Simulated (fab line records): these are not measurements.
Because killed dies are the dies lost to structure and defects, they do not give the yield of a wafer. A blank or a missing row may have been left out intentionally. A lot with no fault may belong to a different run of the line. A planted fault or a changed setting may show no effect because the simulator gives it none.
Chamber matching | flow n5-finfet | 4 sister chambers for N5_BEOL_M12_ETCH_67 on rie-diel-05
The step etches SiARC in CF4, target depth 143 nm, time 238.3 s. 14 wafers are shown with their chamber, then 7 later ones without.

== EACH WAFER AND ITS CHAMBER ==
wafer  | chamber | showerhead-plenum-p-Torr (Torr) | drypump-motor-current-A (A) | etch-rf-on-time-s (s)
L074.1 | 2       | 2.27                            | 6.4                         | 249
L074.4 | 0       | 2.07                            | 5.5                         | 245
L074.5 | 1       | 2.11                            | 5.4                         | 227
L078.1 | 0       | 2.07                            | 5.5                         | 243
L078.2 | 3       | 2.08                            | 5.7                         | 251
L078.6 | 0       | 2.07                            | 5.5                         | 244
L081.2 | 2       | 2.27                            | 6.6                         | 253
L081.5 | 3       | 2.08                            | 5.8                         | 254
L081.6 | 2       | 2.27                            | 6.5                         | 254
L087.2 | 3       | 2.07                            | 5.7                         | 251
L087.3 | 0       | 2.06                            | 5.5                         | 244
L087.6 | 2       | 2.26                            | 6.4                         | 253
L094.2 | 0       | 2.06                            | 5.5                         | 243
L094.3 | 1       | 2.10                            | 5.4                         | 232

SIGNATURES (averages over the wafers above)
reading                  | chamber 0 | chamber 1 | chamber 2 | chamber 3 | scatter within a chamber
showerhead-plenum-p-Torr | 2.0660    | 2.1050    | 2.2675    | 2.0767    | 0.00558
drypump-motor-current-A  | 5.500     | 5.400     | 6.475     | 5.733     | 0.0585
etch-rf-on-time-s        | 243.80    | 229.50    | 252.25    | 252.00    | 1.9
Rule: distance of a wafer from a chamber = root of the sum over the readings of ((wafer's reading minus chamber's mean) / reading's scatter) squared. If the next closest chamber is less than 2 further off than the closest, the wafer can't be placed; otherwise it belongs to the closest. The scatter is the square root of a quotient: the sum, over the shown wafers, of each reading's squared deviation from its chamber's mean, divided by wafers minus chambers.

== WAFERS MISSING THEIR CHAMBER ==
wafer  | showerhead-plenum-p-Torr (Torr) | drypump-motor-current-A (A) | etch-rf-on-time-s (s)
L094.6 | 2.07                            | 5.7                         | 246
L089.3 | 2.10                            | 5.4                         | 234
L089.4 | 2.07                            | 5.7                         | 248
L089.5 | 2.26                            | 6.5                         | 255
L096.1 | 2.26                            | 6.4                         | 258
L096.2 | 2.06                            | 5.4                         | 246
L096.5 | 2.07                            | 5.7                         | 248

== CHAMBER TAKEN BY EACH ==
wafer  | from the rows above     | in truth
L094.6 | can't be placed: 3 or 0 | 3
L089.3 | 1                       | 1
L089.4 | can't be placed: 3 or 0 | 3
L089.5 | 2                       | 2
L096.1 | 2                       | 2
L096.2 | 0                       | 0
L096.5 | can't be placed: 3 or 0 | 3
4 of 7 placed correctly. Cannot be placed on the basis of these rows: 3; the candidates contain the true chamber in 3. Placed wrongly: 0.
